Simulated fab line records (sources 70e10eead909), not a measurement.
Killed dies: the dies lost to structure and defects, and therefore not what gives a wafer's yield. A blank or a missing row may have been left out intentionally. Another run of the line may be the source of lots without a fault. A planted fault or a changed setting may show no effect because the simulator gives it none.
Chamber matching | flow nand harc | 4 sister chambers for NHARC_P_GATE_STRIP_108 on rie diel-03
The step strips in O2. 14 wafers are shown with their chamber, then 7 later ones without.

== WAFERS PAIRED WITH THEIR CHAMBERS ==
wafer  | chamber | drypump motor current A (A) | showerhead plenum p Torr (Torr) | oes product au (a.u.)
L631.2 | 2       | 5.6                         | 3.38                            | 1.020
L631.3 | 0       | 6.5                         | 3.35                            | 1.006
L631.6 | 0       | 6.5                         | 3.35                            | 1.015
L630.3 | 0       | 6.5                         | 3.35                            | 1.022
L630.4 | 1       | 6.0                         | 3.43                            | 0.996
L630.5 | 2       | 5.5                         | 3.38                            | 1.026
L632.2 | 2       | 5.6                         | 3.38                            | 1.012
L632.3 | 1       | 6.0                         | 3.43                            | 0.991
L632.4 | 0       | 6.5                         | 3.35                            | 1.007
L635.1 | 2       | 5.6                         | 3.38                            | 1.012
L635.2 | 3       | 5.3                         | 3.49                            | 0.993
L635.5 | 0       | 6.5                         | 3.35                            | 1.003
L637.1 | 0       | 6.5                         | 3.34                            | 1.000
L637.2 | 1       | 6.0                         | 3.42                            | 0.985

SIGNATURES, as means of the wafers listed above
reading                  | chamber 0 | chamber 1 | chamber 2 | chamber 3 | scatter within a chamber
drypump motor current A  | 6.500     | 6.000     | 5.575     | 5.300     | 0.0274
showerhead plenum p Torr | 3.3483    | 3.4267    | 3.3800    | 3.4900    | 0.00387
oes product au           | 1.00883   | 0.99067   | 1.01750   | 0.99300   | 0.00731
Rule: for a wafer and a chamber, the distance is found by dividing, reading by reading, the gap between the wafer's reading and the chamber's mean by the reading's scatter, squaring, summing and taking the root. The wafer belongs to the nearest chamber; if the next one is less than 2 further off, it can't be placed. How the scatter is found: for the shown wafers, subtract from each reading the mean of its chamber, square and add these, divide the total by (wafers less chambers), then take the root.

== WAFERS WITH NO CHAMBER GIVEN ==
wafer  | drypump motor current A (A) | showerhead plenum p Torr (Torr) | oes product au (a.u.)
L637.4 | 5.6                         | 3.38                            | 1.015
L642.2 | 5.2                         | 3.48                            | 1.002
L642.5 | 6.0                         | 3.42                            | 1.000
L642.6 | 5.6                         | 3.37                            | 1.024
L650.1 | 5.6                         | 3.36                            | 1.024
L650.3 | 6.0                         | 3.41                            | 1.008
L650.6 | 5.3                         | 3.47                            | 1.020

== WHICH CHAMBER EACH WENT THROUGH ==
wafer  | from the rows above | in truth
L637.4 | 2                   | 2
L642.2 | 3                   | 3
L642.5 | 1                   | 1
L642.6 | 2                   | 2
L650.1 | 2                   | 2
L650.3 | 1                   | 1
L650.6 | 3                   | 3
7 of 7 placed correctly. From these rows, 0 cannot be placed. Number placed wrongly: 0.
